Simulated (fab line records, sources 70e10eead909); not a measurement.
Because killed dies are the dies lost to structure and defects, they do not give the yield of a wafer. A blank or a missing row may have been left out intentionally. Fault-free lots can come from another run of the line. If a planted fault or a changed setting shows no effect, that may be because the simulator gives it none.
Code-filled problem report in 8D (eight disciplines) form / flow nand-harc / the parts of the form that need people (team, actions taken, sign-off) are left out

1. THE ISSUE
NHARC_END_SORT_01, killed-at-array: mean 673 over 1 wafer from 1 lot; wafers with no fault: 31, standard deviation 12. Relative to the usual mean, that is a shift of +54 standard deviations.
The first sign was on wafer L913.4 at day 23 15:55, on prober-02. The record holds 3 wafers of 1 lot with a number at this step. By rule, "out" or "out of limits" means more than 4 standard deviations away from the usual mean. Any other wafer with a number is counted as sound.

2. WHAT THIS IS AND IS NOT
question=which readings at this step | is=killed-at-array, killed-dies | is not=killed-at-other, killed-at-periphery, killed-open, killed-short
question=which lots | is=L913 | is not=-
question=which wafers of those lots | is=L913.4 | is not=L913.1, L913.6
question=read on which gauges | is=prober-02 | is not=-
question=when | is=from day 23 15:55 | is not=up to then (1 sound wafer); but 1 sound wafer of L913 came after

3. WHAT RULES OUT EACH SUSPECT
Counting: any tool at a process step up to the reading remains a suspect provided it ran every lot that is out. Sound lots after the first of them don't rule it out here, since some wafers of a struck lot are sound.
- the gauge at NHARC_END_SORT_01: kept. All the wafers that are out were read on prober-02, and no step on other tools shows them out.
- pecvd-04 at NHARC_A_CHANNEL_HOLE_D1_DEP_01 (deposits SiON, target thk 140 nm): kept. It ran the lot that is out, L913 (day 12 01:37).
- pvd-sputter-02 at NHARC_THIN_TSV_PVD_19 (deposits TaN, target thk 20 nm): kept. It ran the lot that is out, L913 (day 22 23:16). NHARC_THIN_TSV_PVD_19: start missing for some lots; hours and lot order therefore follow NHARC_THIN_TSV_STRIP_56.
- plasma-asher-01 at NHARC_THIN_TSV_STRIP_56 (strips in O2): kept. It ran the lot that is out, L913 (day 22 23:16).
- Within pecvd-04 at NHARC_A_CHANNEL_HOLE_D1_DEP_01: the wafers that are out ran in chamber 0; their sound lot-mates ran in chamber 1.
Left after counting: pecvd-04 at NHARC_A_CHANNEL_HOLE_D1_DEP_01, pvd-sputter-02 at NHARC_THIN_TSV_PVD_19, plasma-asher-01 at NHARC_THIN_TSV_STRIP_56, prober-02 at NHARC_END_SORT_01.

4. THE CAUSE (what the simulator had put in)
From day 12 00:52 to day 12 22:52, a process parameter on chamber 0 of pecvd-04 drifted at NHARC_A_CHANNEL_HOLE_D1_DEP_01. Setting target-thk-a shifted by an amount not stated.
This tool is one of the 4 suspects left after counting.

5. THE EFFECT CHAIN, in route order
One row per reading whose mean, taken over the struck wafers that have a number, lies over 3 standard deviations from the usual. Only readings for which the record gives a usual standard deviation are gone through. hours: the time from each lot's start at the first step in this table that gives one to its start at this step, as a median over the lots. sigmas: the change in usual standard deviations.
hours=0; step=NHARC_END_SORT_01; reading=killed-at-array; usual=31; on struck wafers=673; change=+642; sigmas=+54
hours=0; step=NHARC_END_SORT_01; reading=killed-dies; usual=35; on struck wafers=677; change=+642; sigmas=+54

6. WHAT WOULD HAVE CAUGHT IT SOONER
279 hours passed between the start of the fault at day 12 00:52 and the first reading out of limits at a measuring or inspecting step in this record, taken at day 23 15:55.
An alarm limit of 4 standard deviations would not have fired on the tool readings at NHARC_A_CHANNEL_HOLE_D1_DEP_01 for which the record gives a usual standard deviation, since none of them was out on any struck wafer.
By day 23 15:55 the whole set of lots that are out, 1 in number, had already begun NHARC_A_CHANNEL_HOLE_D1_DEP_01 on pecvd-04. Holding the tool at that point would not have protected any of them.
